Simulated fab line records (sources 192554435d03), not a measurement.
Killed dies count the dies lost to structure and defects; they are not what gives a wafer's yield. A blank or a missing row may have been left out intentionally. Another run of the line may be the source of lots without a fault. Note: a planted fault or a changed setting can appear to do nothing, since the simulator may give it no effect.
Chamber matching || flow n5 finfet || 4 sister chambers for N5_BEOL_M0_ALD_136 on ald metal-04
The step deposits TaN, pulse time 2 s, purge time 3 s, co reactant purge time 2 s. 4 wafers are shown with their chamber, then 9 later ones without.

EACH WAFER AND ITS CHAMBER
{"wafer": "L084.5", "chamber": 1, "heater power w (W)": 511}
{"wafer": "L088.4", "chamber": 3, "heater power w (W)": 367}
{"wafer": "L089.3", "chamber": 0, "heater power w (W)": 338}
{"wafer": "L089.5", "chamber": 2, "heater power w (W)": 419}

WAFERS MISSING THEIR CHAMBER
{"wafer": "L090.2", "heater power w (W)": 368}
{"wafer": "L090.3", "heater power w (W)": 419}
{"wafer": "L090.6", "heater power w (W)": 415}
{"wafer": "L092.1", "heater power w (W)": 422}
{"wafer": "L092.2", "heater power w (W)": 513}
{"wafer": "L092.6", "heater power w (W)": 375}
{"wafer": "L093.3", "heater power w (W)": 342}
{"wafer": "L093.4", "heater power w (W)": 405}
{"wafer": "L093.5", "heater power w (W)": 511}

WHICH CHAMBER EACH ONE RAN IN
{"wafer": "L090.2", "from the rows above": 3, "in truth": 3}
{"wafer": "L090.3", "from the rows above": 2, "in truth": 2}
{"wafer": "L090.6", "from the rows above": 2, "in truth": 2}
{"wafer": "L092.1", "from the rows above": 2, "in truth": 2}
{"wafer": "L092.2", "from the rows above": 1, "in truth": 1}
{"wafer": "L092.6", "from the rows above": 3, "in truth": 3}
{"wafer": "L093.3", "from the rows above": 0, "in truth": 0}
{"wafer": "L093.4", "from the rows above": 2, "in truth": 2}
{"wafer": "L093.5", "from the rows above": 1, "in truth": 1}
9 of 9 placed correctly. Number that these rows cannot place: 0. Wrongly placed: 0.
How it was worked out, from the rows above alone: a wafer's distance from a chamber is the root of the sum, over the readings, of the square of ((its reading less the chamber's mean) divided by the reading's scatter). If the next closest chamber is less than 2 further off than the closest, the wafer can't be placed; otherwise it belongs to the closest. The mean given for a chamber averages the wafers shown for that chamber. The scatter: with one shown wafer a chamber, the root of the mean of the squares of how far each hidden wafer lies from its nearest shown one.
